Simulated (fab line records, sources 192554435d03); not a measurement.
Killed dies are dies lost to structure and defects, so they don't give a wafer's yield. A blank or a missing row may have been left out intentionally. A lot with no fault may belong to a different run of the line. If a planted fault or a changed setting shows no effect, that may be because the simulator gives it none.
fab line records	flow n5-finfet
record: lots: 14	wafers: 42	last-day: 18
route steps=1938 shown PASS1_CAP@1874 TV_OPEN@1887 PAD_METAL@1896 PASSIVATION@1901
lots with no fault: from the same line, run without faults
start-h: the number of hours between the record's first day and the start of the first shown wafer of the lot	wait-h: time in hours since the lot's previous step	" unchanged from the row above	L1.1+2: several wafers, shown together as one row	- no value, or no start given	* or withheld: withheld	< > ~ a bound
route shown NAME@n: a module of which the file shows steps, and the number in the route of the first	usual: mean and standard deviation over wafers with no fault	same: alike in all rows	chamber/n: place in a boat	sites: per-site readings	_std_site: the standard deviation of these	_edge_site: outer sites' mean less inner sites'	radius-mm: how far each site lies from the wafer's centre	mask NAME#n: copy n	behind: the tool/chamber that last shaped the wafer	hold: why the lot was held/for how many hours/how that ended	device: the n, p or np transistor that did not switch	end of line: tests run on the same wafers once the route is complete	for a step that has no rows: nothing shown but its recipe	killed: at the first sort, the dies lost to defects and structure; wafer yield is something else	map: shows each die of a wafer: x if killed, . if not, _ if none is there
set.NAME: the setting that was run; set.NAME@STEP: the one run at that earlier step	model.NAME: the simulator's own value behind a step, which no gauge read
the route's steps for a sample of lots (tables are steps, rows are wafers)
services: the hour from which a tool's chamber was out of use, counted from the record's first day as start-h (under 0 if before that day), plus the number of hours and why
== steps ==
step: N5_PASSIVATION_PECVD_01
recipe: material: SiNx	target-thk-a: 2000	temp-c: 400	precursor: SiH4/NH3/N2	pressure-torr: 4.9	rf-w: 1406	time-s: 43.2
usual: chamber-pressure-Torr: 4.898/0.01	heater-power-w: 385/70	rf-fwd-power-W: 1393/5.7	showerhead-plenum-p-Torr: 8.68/0.088	throttle-valve-pct: 28.6/1.5
lot.wafer	tool	chamber	start-h	wait-h	chamber-pressure-Torr	heater-power-w	rf-fwd-power-W	showerhead-plenum-p-Torr	throttle-valve-pct
L493.4	pecvd-04	1	255.78	0.0	4.893	391	1397	8.66	28.9
L493.5	"	1	"	"	4.908	252	1398	8.65	28.8
L493.6	"	2	"	"	4.887	374	1400	8.78	28.7
L495.2	pecvd-02	0	264.56	0.0	4.917	475	1393	8.80	28.8
L495.4	"	2	"	"	4.895	517	1379	8.71	25.3
L495.6	"	1	"	"	4.909	452	1397	8.50	31.3
L496.3	pecvd-02	1	289.88	0.0	4.907	366	1392	8.52	31.5
L496.4	"	1	"	"	4.904	389	1395	8.53	31.5
L496.5	"	0	"	"	4.893	358	1394	8.81	28.9
L500.2	pecvd-03	2	331.18	0.0	4.896	339	1392	8.64	28.2
L500.4	"	2	"	"	4.897	343	1397	8.63	28.2
L500.6	"	0	"	"	4.899	407	1387	8.76	28.5
L501.1	pecvd-03	2	345.59	0.0	4.885	283	1400	8.65	28.0
L501.4	"	2	"	"	4.889	297	1400	8.65	28.5
L501.6	"	0	"	"	4.901	425	1397	8.75	28.8
L504.2	pecvd-03	2	346.58	0.0	4.896	275	1394	8.65	28.2
L504.4	"	2	"	"	4.900	282	1399	8.65	28.1
L504.6	"	0	"	"	4.902	432	1388	8.77	28.7
L505.4	pecvd-04	1	352.04	0.0	4.919	305	1403	8.64	28.8
L505.5	"	0	"	"	4.904	313	1394	8.69	26.4
L505.6	"	2	"	"	4.885	405	1399	8.76	29.0
L506.4	pecvd-03	1	358.10	0.0	4.904	456	1399	8.62	29.0
L506.5	"	0	"	"	4.895	342	1391	8.80	28.6
L506.6	"	2	"	"	4.901	309	1395	8.62	28.3
L509.2	pecvd-02	0	373.52	0.0	4.892	478	1400	8.78	28.8
L509.3	"	2	"	"	4.901	509	1385	8.69	26.0
L509.4	"	1	"	"	4.902	388	1388	8.51	31.5
L510.1	pecvd-02	0	375.35	0.0	4.887	328	1389	8.77	29.0
L510.5	"	2	"	"	4.910	437	1389	8.70	25.9
L510.6	"	1	"	"	4.901	368	1391	8.48	31.8
L508.1	pecvd-03	2	386.55	0.0	4.909	301	1392	8.65	28.4
L508.3	"	2	"	"	4.907	309	1396	8.64	28.1
L508.5	"	2	"	"	4.907	329	1396	8.62	28.1
L515.1	pecvd-03	2	388.65	0.0	4.904	299	1392	8.62	28.2
L515.3	"	1	"	"	4.903	390	1396	8.62	28.7
L515.5	"	2	"	"	4.891	317	1401	8.63	28.3
L511.1	pecvd-03	1	390.97	1.3	4.892	433	1397	8.63	28.9
L511.3	"	1	"	"	4.899	446	1404	8.64	29.1
L511.6	"	1	"	"	4.890	448	1396	8.65	29.1
L516.2	pecvd-02	1	424.12	0.0	4.900	366	1395	8.54	31.5
L516.3	"	2	"	"	4.899	426	1385	8.70	26.1
L516.4	"	0	"	"	4.871	484	1401	8.80	29.0
step: N5_PASSIVATION_PASS_ETCH_74
recipe: chemistry: CF4/O2	target: SiNx	target-depth-a: 2200	time-s: 110	ion-energy-ev: 100	pressure-mtorr: 40	source-w: 535	bias-w: 49	Ar_flow_sccm: 100	cf4-flow-sccm: 100	O2_flow_sccm: 10
usual: bias-w: 48.99/0.13	cf4-flow-sccm: 99.98/0.28	drypump-motor-current-A: 5.7/0.4	oes-product-au: 0.80/0.092	rf-fwd-power-W: 532.0/1.7	rf-vpp-V: 240/6.6	showerhead-plenum-p-Torr: 2.23/0.082	throttle-valve-pct: 15.98/0.25
lot.wafer	tool	chamber	start-h	wait-h	bias-w	cf4-flow-sccm	drypump-motor-current-A	oes-product-au	rf-fwd-power-W	rf-hours-counter-h	rf-vpp-V	showerhead-plenum-p-Torr	throttle-valve-pct
L493.4	rie-diel-04	0	257.48	0.0	49.28	99.85	5.1	0.72	531.1	-	232	2.10	16.26
L493.5	"	2	"	"	48.88	99.98	6.1	0.67	533.5	-	238	2.18	16.35
L493.6	"	3	"	"	48.86	99.90	5.9	0.89	529.6	-	246	2.33	15.62
L495.2	rie-diel-04	0	265.23	0.0	49.24	99.77	5.1	0.73	532.0	189	232	2.10	16.25
L495.4	"	3	"	"	49.15	99.61	5.9	0.89	531.2	-	246	2.33	15.66
L495.6	"	0	"	"	49.04	100.24	5.1	0.72	529.5	-	232	2.10	16.26
L496.3	rie-diel-04	1	290.53	0.0	49.21	100.12	5.2	0.80	535.0	126	234	2.21	16.21
L496.4	"	3	"	"	49.12	100.26	5.9	0.87	532.0	-	245	2.32	15.67
L496.5	"	0	"	"	48.71	99.57	5.1	0.72	531.3	-	232	2.09	16.29
L500.2	rie-diel-03	2	332.73	0.0	49.05	99.78	5.8	0.95	532.1	16	238	2.34	15.60
L500.4	"	0	"	"	48.89	99.52	5.8	0.78	530.9	133	233	2.29	16.07
L500.6	"	3	"	"	49.05	99.87	5.7	0.82	531.8	-	248	2.24	15.79
L501.1	rie-diel-05	1	346.52	0.0	48.71	100.44	5.8	0.72	533.3	230	234	2.18	16.30
L501.4	"	1	"	"	48.83	100.01	5.8	0.71	530.6	-	234	2.18	16.32
L501.6	"	0	"	"	49.07	100.11	6.3	0.98	530.4	-	250	2.36	15.77
L504.2	rie-diel-03	0	347.64	0.0	49.15	100.04	5.9	0.78	531.0	138	235	2.29	16.07
L504.4	"	1	"	"	49.26	100.18	5.2	0.75	533.1	131	238	2.14	15.82
L504.6	"	2	"	"	49.09	100.21	5.8	0.94	532.3	-	236	2.34	15.61
L505.4	rie-diel-05	1	353.36	0.0	48.95	100.14	5.8	0.71	533.2	-	234	2.18	16.31
L505.5	"	0	"	"	48.88	100.23	6.3	0.96	529.7	-	250	2.36	15.78
L505.6	"	3	"	"	48.93	100.12	6.1	0.67	535.6	-	253	2.25	16.26
L506.4	rie-diel-05	1	360.39	0.0	49.16	99.55	5.8	0.71	534.5	236	237	2.18	16.32
L506.5	"	3	"	"	49.00	100.06	6.1	0.67	533.6	-	252	2.25	16.27
L506.6	"	0	"	"	48.86	100.05	6.3	0.97	532.0	-	250	2.36	15.77
L509.2	rie-diel-03	3	378.57	0.0	49.01	100.45	5.7	0.81	532.3	70	249	2.23	15.81
L509.3	"	1	"	"	48.93	100.06	5.2	0.75	533.7	140	236	2.14	15.83
L509.4	"	0	"	"	48.98	100.22	5.8	0.77	528.6	148	234	2.28	16.09
L510.1	rie-diel-04	3	378.62	0.0	48.91	99.97	5.9	0.84	534.5	82	246	2.31	15.70
L510.5	"	2	"	"	48.74	100.27	6.1	0.94	532.0	-	237	2.17	15.90
L510.6	"	1	"	"	49.22	99.58	5.2	0.77	532.2	-	236	2.20	16.28
L508.1	rie-diel-04	2	389.16	0.0	48.96	99.37	6.1	0.93	531.9	30	237	2.17	15.91
L508.3	"	3	"	"	49.12	100.41	5.8	0.83	529.8	85	245	2.31	15.71
L508.5	"	2	"	"	48.93	99.46	6.1	0.92	532.0	-	239	2.17	15.91
L515.1	rie-diel-05	1	390.50	0.0	48.86	99.55	5.8	0.70	532.4	245	235	2.17	16.34
L515.3	"	2	"	"	48.88	100.03	6.3	0.71	535.5	228	241	2.18	16.00
L515.5	"	2	"	"	49.16	100.03	6.3	0.72	532.0	-	240	2.18	16.00
L511.1	rie-diel-03	1	393.18	0.0	48.93	99.87	5.2	0.74	533.0	144	238	2.13	15.84
L511.3	"	2	"	"	49.12	99.84	5.8	0.92	533.1	32	238	2.33	15.66
L511.6	"	2	"	"	49.02	99.92	5.8	0.91	532.8	-	238	2.33	15.64
L516.2	rie-diel-04	2	426.51	0.0	48.94	100.24	6.1	0.89	530.4	42	238	2.17	15.94
L516.3	"	3	"	"	49.21	99.90	5.8	0.82	534.1	96	246	2.31	15.74
L516.4	"	0	"	"	49.04	100.07	5.1	0.69	529.0	234	232	2.08	16.35
step: N5_PASSIVATION_AL_DEP_21
recipe: material: Al	target-thk-a: 28000	temp-c: 400	time-s: 170	power-w: 30000	chamber-pressure-pa: 0.4	gas: Ar
usual: cathode-dc-power-W: 30001/5.4	throttle-valve-pct: 29.5/0.93
lot.wafer	tool	chamber	start-h	wait-h	cathode-dc-power-W	throttle-valve-pct
L493.4	pvd-sputter-03	-	258.31	0.1	29998	28.7
L493.5	"	-	"	"	30000	28.6
L493.6	"	-	"	"	29993	29.4
L495.2	pvd-sputter-02	-	266.17	0.1	29994	29.9
L495.4	"	-	"	"	29999	28.8
L495.6	"	-	"	"	29990	29.2
L496.3	pvd-sputter-01	-	291.97	0.1	29996	31.7
L496.4	"	-	"	"	30011	28.1
L496.5	"	-	"	"	30000	29.8
L500.2	pvd-sputter-03	-	333.73	0.1	30000	28.8
L500.4	"	-	"	"	29996	29.1
L500.6	"	-	"	"	30001	28.4
L501.1	pvd-sputter-01	-	347.61	0.1	29998	28.0
L501.4	"	-	"	"	30003	30.7
L501.6	"	-	"	"	30002	28.2
L504.2	pvd-sputter-02	-	348.73	0.1	30008	28.6
L504.4	"	-	"	"	30007	29.9
L504.6	"	-	"	"	30010	28.7
L505.4	pvd-sputter-03	-	354.35	0.1	29998	29.0
L505.5	"	-	"	"	30002	29.4
L505.6	"	-	"	"	30005	29.4
L506.4	pvd-sputter-03	-	361.34	0.1	30002	29.5
L506.5	"	-	"	"	29992	29.0
L506.6	"	-	"	"	30002	29.5
L509.2	pvd-sputter-02	-	379.38	0.1	29998	29.0
L509.3	"	-	"	"	30000	28.8
L509.4	"	-	"	"	30005	29.9
L510.1	pvd-sputter-01	-	379.57	0.1	30006	31.5
L510.5	"	-	"	"	30006	30.8
L510.6	"	-	"	"	30007	28.1
L508.1	pvd-sputter-03	-	390.04	0.1	30001	29.3
L508.3	"	-	"	"	29995	28.8
L508.5	"	-	"	"	30005	29.3
L515.1	pvd-sputter-02	-	393.44	0.1	30002	29.9
L515.3	"	-	"	"	30005	28.7
L515.5	"	-	"	"	30002	28.8
L511.1	pvd-sputter-01	-	394.28	0.1	29997	30.9
L511.3	"	-	"	"	30000	31.6
L511.6	"	-	"	"	30000	31.5
L516.2	pvd-sputter-01	-	427.22	0.1	30001	29.9
L516.3	"	-	"	"	30000	30.6
L516.4	"	-	"	"	30004	28.2
step: N5_PASSIVATION_EXPOSE_27
recipe: mask-id: PAD	na: 0.55	source-shape: conventional	sigma-outer: 0.8	polarization: unpolarized	defocus-nm: 0	dose-mj: 32.3
usual: exposure-dose-mJ-cm2: 32.30/0.037	focus-offset-nm: 0.1/0.45	na: 0.55/0
lot.wafer	tool	chamber	start-h	wait-h	mask	exposure-dose-mJ-cm2	focus-offset-nm	na
L493.4	krf-scanner-02	0	258.75	-	PAD#0	32.34	0.0	0.55
L493.5	"	0	"	"	PAD#0	32.33	0.6	0.55
L493.6	"	0	"	"	PAD#0	32.32	0.1	0.55
L495.2	krf-scanner-01	0	266.59	-	PAD#0	32.30	-1.2	0.55
L495.4	"	0	"	"	PAD#0	32.35	0.2	0.55
L495.6	"	0	"	"	PAD#0	32.29	0.4	0.55
L496.3	krf-scanner-02	0	292.40	-	PAD#0	32.37	0.5	0.55
L496.4	"	0	"	"	PAD#0	32.36	-0.2	0.55
L496.5	"	0	"	"	PAD#0	32.34	0.4	0.55
L500.2	krf-scanner-02	0	334.03	-	PAD#0	32.36	-0.1	0.55
L500.4	"	0	"	"	PAD#0	32.32	0.7	0.55
L500.6	"	0	"	"	PAD#0	32.35	-0.1	0.55
L501.1	krf-scanner-01	0	348.03	-	PAD#0	32.29	0.2	0.55
L501.4	"	0	"	"	PAD#0	32.30	0.1	0.55
L501.6	"	0	"	"	PAD#0	32.25	-1.3	0.55
L504.2	krf-scanner-02	-	349.16	-	PAD#0	-	-	-
L504.4	"	-	"	"	PAD#0	-	-	-
L504.6	"	-	"	"	PAD#0	-	-	-
L505.4	krf-scanner-01	-	354.79	-	PAD#0	-	-	-
L505.5	"	-	"	"	PAD#0	-	-	-
L505.6	"	-	"	"	PAD#0	-	-	-
L506.4	krf-scanner-02	0	361.78	-	PAD#0	32.33	-0.1	0.55
L506.5	"	0	"	"	PAD#0	32.30	0.0	0.55
L506.6	"	0	"	"	PAD#0	32.31	-0.1	0.55
L509.2	krf-scanner-02	0	379.68	-	PAD#0	32.30	0.4	0.55
L509.3	"	0	"	"	PAD#0	32.24	0.1	0.55
L509.4	"	0	"	"	PAD#0	32.26	-0.2	0.55
L510.1	krf-scanner-02	0	379.86	-	PAD#0	32.28	-0.4	0.55
L510.5	"	0	"	"	PAD#0	32.27	-0.3	0.55
L510.6	"	0	"	"	PAD#0	32.28	-0.3	0.55
L508.1	krf-scanner-01	0	390.46	-	PAD#0	32.25	0.6	0.55
L508.3	"	0	"	"	PAD#0	32.30	1.2	0.55
L508.5	"	0	"	"	PAD#0	32.27	-0.2	0.55
L515.1	krf-scanner-02	0	393.86	-	PAD#0	32.27	0.4	0.55
L515.3	"	0	"	"	PAD#0	32.29	0.4	0.55
L515.5	"	0	"	"	PAD#0	32.30	0.2	0.55
L511.1	krf-scanner-01	0	394.70	-	PAD#0	32.31	-0.8	0.55
L511.3	"	0	"	"	PAD#0	32.22	-0.2	0.55
L511.6	"	0	"	"	PAD#0	32.32	-0.2	0.55
L516.2	krf-scanner-02	0	427.65	-	PAD#0	32.26	0.1	0.55
L516.3	"	0	"	"	PAD#0	32.25	0.2	0.55
L516.4	"	0	"	"	PAD#0	32.26	0.3	0.55
== services ==
tool	chamber	start-h	hours	kind
rie-diel-04	0	237.79	3.5	repair
rie-diel-04	1	248.31	9.3	repair
krf-scanner-01	-	263.35	1.0	pm
pecvd-03	2	264.37	6.0	repair
krf-scanner-02	-	268.57	0.2	repair
rie-diel-04	1	284.76	2.5	repair
krf-scanner-02	-	290.67	1.4	repair
krf-scanner-01	-	292.07	0.8	pm
krf-scanner-02	-	293.50	1.3	pm
pvd-sputter-01	-	302.73	1.0	repair
krf-scanner-01	-	324.16	1.3	pm
rie-diel-04	3	324.90	6.0	repair
krf-scanner-01	-	328.22	8.8	repair
pvd-sputter-03	-	372.82	2.8	repair
krf-scanner-02	-	380.58	0.8	pm
pecvd-03	1	381.12	6.1	repair
krf-scanner-02	-	388.09	0.4	repair
pecvd-02	-	390.88	2.7	repair
rie-diel-04	0	395.16	15.4	repair
krf-scanner-02	-	397.86	1.0	pm
rie-diel-04	1	408.02	4.9	repair
rie-diel-04	-	411.61	0.4	repair
pecvd-03	-	417.53	6.0	pm
pecvd-02	-	427.36	0.5	repair
== key ==
first-sign: step: N5_PASSIVATION_EXPOSE_27	reading: tool-record	direction: missing
effect none on later readings
met-at N5_PASSIVATION_EXPOSE_27
struck-lots L504,L505
later-rows-left-out L504.2,L504.4,L504.6,L505.4,L505.5,L505.6
sort-left-out L504.2,L504.4,L504.6,L505.4,L505.5,L505.6
not-acting-at N5_PASSIVATION_PECVD_01,N5_PASSIVATION_PASS_ETCH_74,N5_PASSIVATION_AL_DEP_21
onset-between 348.03 349.16
fault: kind: skipped-step-whole	tool: krf-scanner-01,krf-scanner-02	chamber: -	onset-h: 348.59	steps: N5_PASSIVATION_EXPOSE_27	scope: struck-lots-only
sort-left-out: the simulated sort isn't trusted on such a fault, so these wafers' sort isn't shown, and their yield isn't known
later-rows-left-out: the simulator's readings of these wafers behind a module that went badly wrong aren't trusted and aren't shown, but for the sort
